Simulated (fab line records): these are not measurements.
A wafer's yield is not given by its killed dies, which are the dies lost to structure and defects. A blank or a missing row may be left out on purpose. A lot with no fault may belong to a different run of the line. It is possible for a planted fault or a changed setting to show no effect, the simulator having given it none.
Chamber matching / flow nand-harc / pecvd-01 running NHARC_P_CONTACT_DEP_30: 3 sister chambers
The step deposits SiNx, target thk 30 nm. 3 wafers are shown with their chamber, then 11 later ones without.

== WAFERS, EACH WITH ITS CHAMBER ==
wafer=L087.3; chamber=2; heater-power-w (W)=880
wafer=L088.5; chamber=1; heater-power-w (W)=663
wafer=L089.1; chamber=0; heater-power-w (W)=766

== WAFERS WITHOUT THEIR CHAMBER ==
wafer=L089.3; heater-power-w (W)=688
wafer=L089.6; heater-power-w (W)=778
wafer=L090.2; heater-power-w (W)=902
wafer=L090.5; heater-power-w (W)=889
wafer=L090.6; heater-power-w (W)=676
wafer=L092.1; heater-power-w (W)=713
wafer=L092.3; heater-power-w (W)=847
wafer=L092.4; heater-power-w (W)=877
wafer=L094.1; heater-power-w (W)=701
wafer=L094.2; heater-power-w (W)=857
wafer=L094.4; heater-power-w (W)=883

== THE CHAMBER EACH PASSED THROUGH ==
wafer=L089.3; from the rows above=1; in truth=1
wafer=L089.6; from the rows above=0; in truth=0
wafer=L090.2; from the rows above=2; in truth=2
wafer=L090.5; from the rows above=2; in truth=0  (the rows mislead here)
wafer=L090.6; from the rows above=1; in truth=1
wafer=L092.1; from the rows above=can't be placed: 1 or 0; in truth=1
wafer=L092.3; from the rows above=can't be placed: 2 or 0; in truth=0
wafer=L092.4; from the rows above=2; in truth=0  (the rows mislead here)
wafer=L094.1; from the rows above=can't be placed: 1 or 0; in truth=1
wafer=L094.2; from the rows above=2; in truth=2
wafer=L094.4; from the rows above=2; in truth=2
6 of 11 placed correctly. From these rows, 3 cannot be placed; in 3 the true chamber is one of the candidates. 2 placed wrongly.
How it was worked out, from the rows above alone: a wafer's distance from a chamber is the root of the sum, over the readings, of the square of ((its reading less the chamber's mean) divided by the reading's scatter). If the next closest chamber is less than 2 further off than the closest, the wafer can't be placed; otherwise it belongs to the closest. A chamber's mean is the mean of its shown wafers. The scatter: root of mean squared gap, hidden wafer to nearest shown wafer, with one shown wafer a chamber.
